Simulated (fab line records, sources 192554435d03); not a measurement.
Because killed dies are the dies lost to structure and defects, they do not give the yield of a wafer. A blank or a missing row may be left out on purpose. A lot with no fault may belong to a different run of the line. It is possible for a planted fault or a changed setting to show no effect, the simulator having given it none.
Matching of chambers + flow n5 finfet + 4 sister chambers for N5_MOL_CONTACT_COAG_DESCUM_45 on rie diel-03
The step chemistry O2, time 7 s. 24 wafers are shown with their chamber, then 12 later ones without.

WAFERS, EACH WITH ITS CHAMBER
| wafer  | chamber | drypump motor current A (A) | showerhead plenum p Torr (Torr) | throttle valve pct (%) |
|--------|---------|-----------------------------|---------------------------------|------------------------|
| L074.4 | 1       | 6.1                         | 2.15                            | 20.15                  |
| L074.5 | 0       | 5.4                         | 2.23                            | 19.94                  |
| L074.6 | 2       | 5.6                         | 2.14                            | 19.96                  |
| L075.2 | 1       | 6.1                         | 2.15                            | 20.15                  |
| L075.4 | 3       | 6.0                         | 2.10                            | 20.10                  |
| L075.6 | 0       | 5.5                         | 2.22                            | 19.95                  |
| L077.1 | 0       | 5.5                         | 2.22                            | 19.94                  |
| L077.2 | 3       | 6.0                         | 2.10                            | 20.11                  |
| L077.3 | 1       | 6.1                         | 2.14                            | 20.17                  |
| L077.4 | 2       | 5.6                         | 2.14                            | 20.01                  |
| L077.5 | 2       | 5.6                         | 2.14                            | 19.99                  |
| L077.6 | 1       | 6.1                         | 2.14                            | 20.16                  |
| L079.3 | 3       | 6.0                         | 2.09                            | 20.12                  |
| L079.4 | 0       | 5.5                         | 2.22                            | 19.93                  |
| L079.5 | 3       | 6.0                         | 2.09                            | 20.13                  |
| L080.2 | 3       | 6.0                         | 2.09                            | 20.13                  |
| L080.5 | 0       | 5.4                         | 2.22                            | 19.97                  |
| L080.6 | 1       | 6.1                         | 2.14                            | 20.16                  |
| L081.2 | 1       | 6.1                         | 2.14                            | 20.15                  |
| L081.4 | 3       | 6.0                         | 2.09                            | 20.13                  |
| L081.5 | 3       | 6.0                         | 2.09                            | 20.13                  |
| L087.1 | 2       | 5.6                         | 2.13                            | 20.01                  |
| L087.2 | 1       | 6.1                         | 2.14                            | 20.18                  |
| L087.3 | 0       | 5.5                         | 2.22                            | 19.97                  |

SIGNATURES, as means of the wafers listed above
| reading                  | chamber 0 | chamber 1 | chamber 2 | chamber 3 | scatter within a chamber |
|--------------------------|-----------|-----------|-----------|-----------|--------------------------|
| drypump motor current A  | 5.467     | 6.100     | 5.600     | 6.000     | 0.0258                   |
| showerhead plenum p Torr | 2.2217    | 2.1429    | 2.1375    | 2.0929    | 0.00471                  |
| throttle valve pct       | 19.9500   | 20.1600   | 19.9925   | 20.1214   | 0.0154                   |
Rule: for a wafer and a chamber, the distance is found by dividing, reading by reading, the gap between the wafer's reading and the chamber's mean by the reading's scatter, squaring, summing and taking the root. If the next closest chamber is less than 2 further off than the closest, the wafer can't be placed; otherwise it belongs to the closest. How the scatter is found: for the shown wafers, subtract from each reading the mean of its chamber, square and add these, divide the total by (wafers less chambers), then take the root.

WAFERS WHOSE CHAMBER IS MISSING
| wafer  | drypump motor current A (A) | showerhead plenum p Torr (Torr) | throttle valve pct (%) |
|--------|-----------------------------|---------------------------------|------------------------|
| L087.4 | 6.0                         | 2.09                            | 20.13                  |
| L087.5 | 6.1                         | 2.14                            | 20.17                  |
| L087.6 | 5.4                         | 2.22                            | 19.98                  |
| L088.2 | 5.6                         | 2.13                            | 20.02                  |
| L088.4 | 6.0                         | 2.09                            | 20.15                  |
| L088.5 | 5.4                         | 2.22                            | 19.96                  |
| L093.2 | 6.0                         | 2.09                            | 20.16                  |
| L093.3 | 5.6                         | 2.13                            | 20.05                  |
| L093.4 | 6.1                         | 2.13                            | 20.20                  |
| L097.2 | 6.0                         | 2.08                            | 20.18                  |
| L097.4 | 5.5                         | 2.21                            | 20.02                  |
| L097.5 | 6.0                         | 2.08                            | 20.17                  |

CHAMBER TAKEN BY EACH
| wafer  | from the rows above | in truth |
|--------|---------------------|----------|
| L087.4 | 3                   | 3        |
| L087.5 | 1                   | 1        |
| L087.6 | 0                   | 0        |
| L088.2 | 2                   | 2        |
| L088.4 | 3                   | 3        |
| L088.5 | 0                   | 0        |
| L093.2 | 3                   | 3        |
| L093.3 | 2                   | 2        |
| L093.4 | 1                   | 1        |
| L097.2 | 3                   | 3        |
| L097.4 | 0                   | 0        |
| L097.5 | 3                   | 3        |
Correct placement for 12 of the 12. Can't be placed from these rows: 0. Wrongly placed: 0.
